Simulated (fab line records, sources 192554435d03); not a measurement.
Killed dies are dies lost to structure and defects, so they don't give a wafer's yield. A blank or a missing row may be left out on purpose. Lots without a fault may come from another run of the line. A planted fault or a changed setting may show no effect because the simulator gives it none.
Split-lot experiment | flow n5_finfet | 7 lots, 39 wafers read, on a route of 1938 steps

THE SPLIT
At N5_BEOL_M0_SAQP_SPACER2_ALD_26 (deposits SiO2, target thk 15 nm, pulse time 1 s, purge time 2 s), the setting target_thk_a was moved away from the recipe's 150 angstrom on 12 of the 39 wafers read, by -57.5% to +50.7%. The other wafers ran this setting at the recipe's value.

FROM THE SPLIT TO THE READING: what the file shows between them, 2 steps
- N5_BEOL_M0_SAQP_SPACER2_ETCHBACK_27: etches SiO2 in CHF3/O2, target depth 22.5 nm, time 11.25 s
- N5_BEOL_M0_SAQP_MANDREL2_REMOVE_110: chemistry HBr/Cl2/O2, target a-Si, stops on SiCN, bt time 10 s

THE READING
cd_nm, in nm, at N5_BEOL_M0_SAQP_CD_MEAS_29 (target cd 14.4 nm). Fault-free wafers of this fab line usually give 14.99 nm, standard deviation 0.24 nm.

wafer  | tool, chamber at the split | target_thk_a as run, angstrom | against the recipe | cd_nm, nm | against lot-mates on the recipe
L074.1 | ald_sin-01, 0,1,0          | 150                           | recipe             | 14.60     | -
L074.2 | ald_sin-01, 0,1,0          | 150                           | recipe             | 15.03     | -
L074.3 | ald_sin-01, 1              | 104.7                         | -30.2%             | 10.07     | -4.76
L074.4 | ald_sin-01, 0,1,0          | 150                           | recipe             | 14.86     | -
L074.5 | ald_sin-01, 1              | 104.7                         | -30.2%             | 10.38     | -4.45
L074.6 | ald_sin-01, 0              | 104.7                         | -30.2%             | 10.92     | -3.91
L078.1 | ald_sin-02, 3,0,2,0,1      | 150                           | recipe             | 15.05     | -
L078.2 | ald_sin-02, 3,0,2,0,1      | 150                           | recipe             | 15.06     | -
L078.3 | ald_sin-02, 3,0,2,0,1      | 150                           | recipe             | 15.09     | -
L078.4 | ald_sin-02, 1              | 150                           | recipe             | 14.94     | -
L078.5 | ald_sin-02, 3,0,2,0,1      | 150                           | recipe             | 14.98     | -
L078.6 | ald_sin-02, 3,0,2,0,1      | 150                           | recipe             | 15.17     | -
L086.1 | ald_sin-03, 1,0,0          | 63.79                         | -57.5%             | 6.54      | -8.52
L086.2 | ald_sin-03, 2              | 150                           | recipe             | 15.12     | -
L086.3 | ald_sin-03, 3              | 150                           | recipe             | 14.83     | -
L086.4 | ald_sin-03, 1,0,0          | 63.79                         | -57.5%             | 6.82      | -8.24
L086.5 | ald_sin-03, 1,0,0          | 63.79                         | -57.5%             | 6.54      | -8.52
L086.6 | ald_sin-03, 1              | 150                           | recipe             | 15.24     | -
L091.3 | ald_sin-02, 3,1,0          | 150                           | recipe             | 15.12     | -
L091.4 | ald_sin-02, 3,1,0          | 150                           | recipe             | 14.83     | -
L091.6 | ald_sin-02, 3,1,0          | 150                           | recipe             | 14.99     | -
L092.1 | ald_sin-03, 0,2,2          | 150                           | recipe             | 15.29     | -
L092.2 | ald_sin-03, 1,3,3          | 150                           | recipe             | 14.80     | -
L092.3 | ald_sin-03, 0,2,2          | 150                           | recipe             | 14.91     | -
L092.4 | ald_sin-03, 1,3,3          | 150                           | recipe             | 14.42     | -
L092.5 | ald_sin-03, 0,2,2          | 150                           | recipe             | 15.09     | -
L092.6 | ald_sin-03, 1,3,3          | 150                           | recipe             | 14.75     | -
L095.1 | ald_sin-03, 1,3,2          | 150                           | recipe             | 14.88     | -
L095.2 | ald_sin-03, 0              | 226                           | +50.7%             | 22.21     | +7.39
L095.3 | ald_sin-03, 3,2            | 226                           | +50.7%             | 22.37     | +7.55
L095.4 | ald_sin-03, 3,2            | 226                           | +50.7%             | 22.65     | +7.83
L095.5 | ald_sin-03, 1,3,2          | 150                           | recipe             | 14.88     | -
L095.6 | ald_sin-03, 1,3,2          | 150                           | recipe             | 14.69     | -
L097.1 | ald_sin-02, 1,0,3          | 150                           | recipe             | 15.40     | -
L097.2 | ald_sin-02, 1,0,3          | 150                           | recipe             | 15.10     | -
L097.3 | ald_sin-02, 3,1            | 124.6                         | -16.9%             | 12.71     | -2.56
L097.4 | ald_sin-02, 1,0,3          | 150                           | recipe             | 15.30     | -
L097.5 | ald_sin-02, 0              | 124.6                         | -16.9%             | 12.55     | -2.72
L097.6 | ald_sin-02, 3,1            | 124.6                         | -16.9%             | 12.05     | -3.22
Where a row lists several chambers, the file gives one row for several wafers and doesn't say which wafer went through which chamber.

THE FIT
A straight line over all 39 wafers: cd_nm changes by +0.146 nm for each +1% of target_thk_a; r = +1.00; the points scatter about the line by 0.24 nm.
The same after taking each lot's own level away (the mean of its wafers on the recipe; 39 wafers): +0.148 nm for each +1%; r = +1.00; scatter 0.23 nm.
On that fit, the largest move of target_thk_a shifts the reading by 8.5 nm.
The lots' own levels span 14.817 to 15.267 nm, that is 1.9 times the standard deviation above.
So the lot-to-lot level changes the slope little: the two slopes agree.
Check: with one of the wafers moved furthest among these (-57.5%) left out of the fit, the line predicts -8.53 nm for it against its lot-mates. It came out at -8.52 nm against them.

OTHER SPLITS ON THESE WAFERS
These wafers also went through other splits before the reading. Each is held against what the fit with the lots' levels taken away leaves over:
other split on the same wafers   | wafers away from the commonest value | r with cd_nm (lot level and that fit taken away)
N5_HKMG_FIN_HK_ALD_01 ald_cycles | 18                                   | -0.37

THE WHOLE CHAIN: every reading that the file lists as answering this split, in the file's order
step                                | what it does                                                            | reading                                                                                     | change (the file's fit)                                                            | r (the file's)
N5_BEOL_M0_SAQP_SPACER2_ALD_26      | deposits SiO2, target thk 15 nm, pulse time 1 s, purge time 2 s         | SiO2_of_BEOL_M0_SAQP_SPACER2_ALD_26.thk_nm (the simulator's own value, which no gauge read) | +0.149 nm for each +1% of the setting                                              | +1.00
N5_BEOL_M0_SAQP_MANDREL2_REMOVE_110 | chemistry HBr/Cl2/O2, target a-Si, stops on SiCN, bt time 10 s          | BEOL_M0_SAQP.cd_nm (the simulator's own value, which no gauge read)                         | +0.149 nm for each +1% of the setting                                              | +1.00
N5_BEOL_M0_SAQP_MANDREL2_REMOVE_110 | chemistry HBr/Cl2/O2, target a-Si, stops on SiCN, bt time 10 s          | SiO2_of_BEOL_M0_SAQP_SPACER2_ALD_26.thk_nm (the simulator's own value, which no gauge read) | +0.143 nm for each +1% of the setting                                              | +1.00
N5_BEOL_M0_SAQP_CD_MEAS_29          | target cd 14.4 nm                                                       | cd_nm                                                                                       | +0.148 nm for each +1% of the setting                                              | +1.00
N5_BEOL_M0_CUTY_ETCH_63             | etches SOC in N2/H2, target depth 82.7 nm, overetch 16.5 nm, time 124 s | SiO2_of_BEOL_M0_SAQP_SPACER2_ALD_26.thk_nm (the simulator's own value, which no gauge read) | +0.125 nm for each +1% of the setting                                              | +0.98
N5_BEOL_M0_ETCH_138                 | etches SiCN in CH3F/O2, target depth 12 nm, time 31.6 s                 | SiO2_of_BEOL_M0_SAQP_SPACER2_ALD_26.thk_nm (the simulator's own value, which no gauge read) | +0.114 nm for each +1% of the setting                                              | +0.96
N5_BEOL_M0_HM_OPEN_105              | chemistry Cl2/BCl3, target TiN, target depth 12 nm                      | SiO2_of_BEOL_M0_SAQP_SPACER2_ALD_26.thk_nm (the simulator's own value, which no gauge read) | not straight: 0.4 at the lowest setting, 2.607 at the recipe, 10.33 at the highest | not given

THE FILE'S OWN FIT
cd_nm changes by +0.148 nm for each +1% of target_thk_a, r = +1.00.
